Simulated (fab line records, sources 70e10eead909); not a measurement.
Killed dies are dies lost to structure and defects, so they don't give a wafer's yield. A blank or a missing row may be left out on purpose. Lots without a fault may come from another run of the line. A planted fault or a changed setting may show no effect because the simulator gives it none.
Chamber matching | flow nand_harc | NHARC_P_M1_DEP_33 on pecvd-04: 3 sister chambers
The step deposits SiCN, target thk 30 nm. 6 wafers are shown with their chamber, then 10 later ones without.

WAFERS WITH THEIR CHAMBER
wafer  | chamber | heater_power_w (W)
L080.2 | 0       | 740
L087.1 | 1       | 526
L087.2 | 2       | 579
L087.3 | 0       | 777
L090.2 | 1       | 544
L090.4 | 2       | 566

WAFERS WITHOUT THEIR CHAMBER
wafer  | heater_power_w (W)
L090.5 | 565
L091.2 | 538
L091.3 | 543
L091.4 | 753
L095.1 | 576
L095.2 | 475
L095.6 | 488
L096.1 | 751
L096.4 | 507
L096.6 | 565

WHICH CHAMBER EACH WENT THROUGH
wafer  | from the rows above     | in truth
L090.5 | can't be placed: 2 or 1 | 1
L091.2 | can't be placed: 1 or 2 | 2
L091.3 | can't be placed: 1 or 2 | 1
L091.4 | 0                       | 0
L095.1 | 2                       | 2
L095.2 | 1                       | 1
L095.6 | 1                       | 1
L096.1 | 0                       | 0
L096.4 | 1                       | 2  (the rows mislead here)
L096.6 | can't be placed: 2 or 1 | 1
Placed correctly: 5 of 10. Can't be placed from these rows: 4 (the true chamber is among the candidates in 4). Placed wrongly: 1.
How it was worked out, from the rows above alone: a wafer's distance from a chamber is the root of the sum, over the readings, of the square of ((its reading less the chamber's mean) divided by the reading's scatter). The wafer belongs to the nearest chamber; if the next one is less than 2 further off, it can't be placed. A chamber's mean is the mean of its shown wafers. The scatter: the root of (the sum of the squares of (reading less its chamber's mean) over the shown wafers, divided by (wafers less chambers)).
